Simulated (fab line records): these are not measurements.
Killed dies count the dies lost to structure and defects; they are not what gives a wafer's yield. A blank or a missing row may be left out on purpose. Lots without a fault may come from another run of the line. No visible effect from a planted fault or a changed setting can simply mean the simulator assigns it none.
Matching of chambers    flow nand harc    NHARC_A_WL_FILL_ALD_10 on ald hk-04 has 4 sister chambers
The step deposits SiO2, target thk 50 nm, pulse time 10 s, ald cycles 500. 16 wafers are shown with their chamber, then 8 later ones without.

## EACH WAFER AND ITS CHAMBER
wafer   chamber  heater power outer w (W)  heater power w (W)  susceptor temp C (C)
L075.1  3        250                       437                 299.82
L075.3  1        302                       500                 300.06
L075.6  3        245                       454                 299.85
L084.1  3        261                       484                 300.18
L084.5  1        301                       507                 300.20
L084.6  0        267                       489                 299.95
L082.1  2        238                       441                 299.80
L082.4  3        277                       470                 299.74
L082.5  2        242                       422                 299.93
L085.3  2        237                       430                 300.07
L085.1  0        269                       483                 299.93
L085.5  2        243                       433                 299.74
L086.1  3        267                       479                 299.82
L086.5  3        271                       481                 299.86
L086.6  2        234                       429                 300.02
L089.3  3        269                       483                 300.09

SIGNATURES (averages over the wafers above)
reading               chamber 0  chamber 1  chamber 2  chamber 3  scatter within a chamber
heater power outer w  268.00     301.50     238.80     262.86     8.5
heater power w        486.00     503.50     431.00     469.71     13.4
susceptor temp C      299.9400   300.1300   299.9120   299.9086   0.143
Rule: a wafer lies at a distance from a chamber equal to the root of the sum of squares, over the readings, of (its reading less the chamber's mean, divided by the reading's scatter). If the next closest chamber is less than 2 further off than the closest, the wafer can't be placed; otherwise it belongs to the closest. The scatter: take each reading less its chamber's mean, square it, sum over the shown wafers, divide by the number of wafers less the number of chambers, and take the root.

## WAFERS WITHOUT THEIR CHAMBER
wafer   heater power outer w (W)  heater power w (W)  susceptor temp C (C)
L089.4  242                       427                 299.97
L089.5  275                       464                 300.11
L092.1  280                       471                 300.07
L092.2  236                       429                 299.92
L092.6  293                       516                 299.58
L096.1  275                       483                 300.27
L096.2  273                       488                 299.81
L096.5  279                       487                 299.68

## EACH ONE'S CHAMBER
wafer   from the rows above           in truth
L089.4  2                             2
L089.5  can't be placed: 3 or 0       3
L092.1  can't be placed: 0 or 3 or 1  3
L092.2  2                             2
L092.6  can't be placed: 1 or 0 or 3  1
L096.1  can't be placed: 0 or 3 or 1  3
L096.2  can't be placed: 0 or 3       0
L096.5  can't be placed: 0 or 3       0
Correctly placed: 2 of 8. Can't be placed from these rows: 6 (the true chamber is among the candidates in 6). Number placed wrongly: 0.
